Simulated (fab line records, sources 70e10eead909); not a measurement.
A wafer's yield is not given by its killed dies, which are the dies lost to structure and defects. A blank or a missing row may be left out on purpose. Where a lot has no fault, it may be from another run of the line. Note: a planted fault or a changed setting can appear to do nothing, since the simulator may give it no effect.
Matching of chambers -- flow nand_harc -- NHARC_A_SGD_CUT_DEP_00 on pecvd-01: 3 sister chambers
The step deposits SiNx, target thk 50 nm. 3 wafers are shown with their chamber, then 12 later ones without.

== EACH WAFER AND ITS CHAMBER ==
wafer,chamber,heater_power_w (W)
L084.6,0,733
L086.5,1,844
L086.6,2,705

== WAFERS WITH NO CHAMBER GIVEN ==
wafer,heater_power_w (W)
L090.3,887
L090.5,878
L090.6,621
L088.4,896
L088.5,773
L088.6,671
L091.1,871
L091.2,632
L091.5,648
L097.1,733
L097.3,768
L097.5,886

== WHICH CHAMBER EACH ONE RAN IN ==
wafer,from the rows above,in truth
L090.3,1,1
L090.5,1,1
L090.6,can't be placed: 2 or 0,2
L088.4,1,1
L088.5,can't be placed: 0 or 2 or 1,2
L088.6,can't be placed: 2 or 0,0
L091.1,1,1
L091.2,can't be placed: 2 or 0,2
L091.5,can't be placed: 2 or 0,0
L097.1,can't be placed: 0 or 2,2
L097.3,can't be placed: 0 or 2 or 1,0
L097.5,1,1
5 of 12 placed correctly. Can't be placed from these rows: 7 (the true chamber is among the candidates in 7). Number placed wrongly: 0.
How it was worked out, from the rows above alone: a wafer's distance from a chamber is the root of the sum, over the readings, of the square of ((its reading less the chamber's mean) divided by the reading's scatter). If the next closest chamber is less than 2 further off than the closest, the wafer can't be placed; otherwise it belongs to the closest. Each chamber's mean is taken over the wafers shown for it. The scatter: with one shown wafer a chamber, the root of the mean of the squares of how far each hidden wafer lies from its nearest shown one.
